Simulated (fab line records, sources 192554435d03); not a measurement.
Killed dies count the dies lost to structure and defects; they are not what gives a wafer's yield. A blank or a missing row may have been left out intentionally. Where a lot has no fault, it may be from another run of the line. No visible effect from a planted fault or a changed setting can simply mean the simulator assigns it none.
Chamber matching -- flow n5_finfet -- N5_BEOL_M4_DEP_57 on pecvd-04: 3 sister chambers
The step deposits SiCN from 3MS/NH3, target thk 8 nm, time 14 s. 14 wafers are shown with their chamber, then 7 later ones without.

## WAFERS WITH THEIR CHAMBER
wafer,chamber,showerhead_vpp_V (V),showerhead_plenum_p_Torr (Torr),throttle_valve_pct (%)
L079.3,2,801,3.701,9.0
L079.4,0,887,3.662,8.8
L079.6,1,897,3.645,9.2
L084.2,1,877,3.638,9.3
L084.4,0,887,3.647,8.6
L084.5,1,868,3.641,9.1
L086.2,1,871,3.637,9.1
L086.3,0,880,3.667,8.9
L086.6,0,879,3.658,8.8
L087.1,2,813,3.683,7.8
L087.3,1,876,3.635,8.9
L087.6,0,890,3.650,8.6
L092.1,2,827,3.684,7.7
L092.2,1,882,3.639,9.1

SIGNATURES (means of the wafers above)
reading,chamber 0,chamber 1,chamber 2,scatter within a chamber
showerhead_vpp_V,884.60,878.50,813.67,9.35
showerhead_plenum_p_Torr,3.65680,3.63917,3.68933,0.00701
throttle_valve_pct,8.740,9.117,8.167,0.331
Rule: distance of a wafer from a chamber = root of the sum over the readings of ((wafer's reading minus chamber's mean) / reading's scatter) squared. If the next closest chamber is less than 2 further off than the closest, the wafer can't be placed; otherwise it belongs to the closest. The scatter: the root of (the sum of the squares of (reading less its chamber's mean) over the shown wafers, divided by (wafers less chambers)).

## WAFERS WITH NO CHAMBER GIVEN
wafer,showerhead_vpp_V (V),showerhead_plenum_p_Torr (Torr),throttle_valve_pct (%)
L092.4,899,3.635,9.2
L096.1,818,3.681,8.0
L096.4,804,3.691,7.8
L096.5,812,3.690,7.9
L097.1,897,3.640,9.0
L097.3,867,3.658,8.7
L097.5,894,3.651,9.0

## WHICH CHAMBER EACH WENT THROUGH
wafer,from the rows above,in truth
L092.4,can't be placed: 1 or 0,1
L096.1,2,2
L096.4,2,2
L096.5,2,2
L097.1,can't be placed: 1 or 0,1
L097.3,can't be placed: 0 or 1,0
L097.5,can't be placed: 0 or 1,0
3 of 7 placed correctly. From these rows, 4 cannot be placed; in 4 the true chamber is one of the candidates. 0 placed wrongly.
